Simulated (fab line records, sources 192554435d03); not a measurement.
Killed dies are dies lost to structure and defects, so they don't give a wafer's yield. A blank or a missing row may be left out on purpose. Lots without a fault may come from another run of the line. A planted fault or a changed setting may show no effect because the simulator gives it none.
Chamber matching | flow n5_finfet | N5_FIN_CUT_DESCUM_13 on rie_diel-01: 4 sister chambers
The step chemistry O2, time 7 s. 14 wafers are shown with their chamber, then 7 later ones without.

WAFERS WITH THEIR CHAMBER
wafer  | chamber | showerhead_plenum_p_Torr (Torr) | drypump_motor_current_A (A) | throttle_valve_pct (%)
L075.2 | 3       | 2.07                            | 5.8                         | 20.37
L075.3 | 0       | 1.95                            | 5.4                         | 20.15
L075.6 | 2       | 2.11                            | 6.3                         | 20.23
L083.2 | 2       | 2.10                            | 6.4                         | 20.24
L083.4 | 3       | 2.07                            | 5.7                         | 20.41
L083.5 | 3       | 2.07                            | 5.7                         | 20.40
L084.1 | 3       | 2.07                            | 5.8                         | 20.41
L084.5 | 1       | 2.17                            | 4.7                         | 20.60
L084.6 | 2       | 2.10                            | 6.3                         | 20.26
L086.1 | 2       | 2.10                            | 6.3                         | 20.26
L086.5 | 0       | 1.94                            | 5.4                         | 20.16
L086.6 | 3       | 2.07                            | 5.7                         | 20.42
L087.2 | 1       | 2.17                            | 4.7                         | 20.58
L087.4 | 2       | 2.10                            | 6.3                         | 20.27

SIGNATURES (means of the wafers above)
reading                  | chamber 0 | chamber 1 | chamber 2 | chamber 3 | scatter within a chamber
showerhead_plenum_p_Torr | 1.9450    | 2.1700    | 2.1020    | 2.0700    | 0.00361
drypump_motor_current_A  | 5.400     | 4.700     | 6.320     | 5.740     | 0.0447
throttle_valve_pct       | 20.1550   | 20.5900   | 20.2520   | 20.4020   | 0.0168
Rule: a wafer's distance from a chamber is the root of the sum, over the readings, of the square of ((its reading less the chamber's mean) divided by the reading's scatter). The wafer belongs to the nearest chamber; if the next one is less than 2 further off, it can't be placed. The scatter: the root of (the sum of the squares of (reading less its chamber's mean) over the shown wafers, divided by (wafers less chambers)).

WAFERS WITHOUT THEIR CHAMBER
wafer  | showerhead_plenum_p_Torr (Torr) | drypump_motor_current_A (A) | throttle_valve_pct (%)
L087.6 | 1.94                            | 5.4                         | 20.19
L090.2 | 2.17                            | 4.7                         | 20.60
L090.3 | 1.94                            | 5.4                         | 20.16
L090.4 | 2.06                            | 5.7                         | 20.42
L094.2 | 2.10                            | 6.3                         | 20.29
L094.3 | 2.17                            | 4.7                         | 20.60
L094.4 | 2.06                            | 5.7                         | 20.43

WHICH CHAMBER EACH WENT THROUGH
wafer  | from the rows above | in truth
L087.6 | 0                   | 0
L090.2 | 1                   | 1
L090.3 | 0                   | 0
L090.4 | 3                   | 3
L094.2 | 2                   | 2
L094.3 | 1                   | 1
L094.4 | 3                   | 3
Placed correctly: 7 of 7. Can't be placed from these rows: 0. Placed wrongly: 0.
